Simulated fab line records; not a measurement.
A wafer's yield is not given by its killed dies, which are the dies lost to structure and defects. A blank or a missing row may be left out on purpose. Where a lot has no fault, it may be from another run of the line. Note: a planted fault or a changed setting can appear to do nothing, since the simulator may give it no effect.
Chamber matching	flow nand-harc	pecvd-01 running NHARC_P_BONDPAD_DEP_00: 3 sister chambers
The step deposits SiCN, target thk 250 nm. 6 wafers are shown with their chamber, then 7 later ones without.

== EACH WAFER AND ITS CHAMBER ==
wafer	chamber	heater-power-w (W)
L078.2	0	538
L084.3	1	643
L084.4	1	666
L084.5	2	553
L085.1	2	648
L085.2	0	518

== WAFERS WITH NO CHAMBER GIVEN ==
wafer	heater-power-w (W)
L085.6	662
L088.1	683
L088.4	568
L088.5	672
L090.2	590
L090.3	678
L090.6	601

== CHAMBER TAKEN BY EACH ==
wafer	from the rows above	in truth
L085.6	can't be placed: 1 or 2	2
L088.1	can't be placed: 1 or 2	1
L088.4	can't be placed: 2 or 0 or 1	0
L088.5	can't be placed: 1 or 2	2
L090.2	can't be placed: 2 or 0 or 1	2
L090.3	can't be placed: 1 or 2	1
L090.6	can't be placed: 2 or 1 or 0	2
Placed correctly: 0 of 7. Can't be placed from these rows: 7 (the true chamber is among the candidates in 7). Wrongly placed: 0.
How it was worked out, from the rows above alone: a wafer's distance from a chamber is the root of the sum, over the readings, of the square of ((its reading less the chamber's mean) divided by the reading's scatter). If the next closest chamber is less than 2 further off than the closest, the wafer can't be placed; otherwise it belongs to the closest. A chamber's mean is the mean of its shown wafers. How the scatter is found: for the shown wafers, subtract from each reading the mean of its chamber, square and add these, divide the total by (wafers less chambers), then take the root.
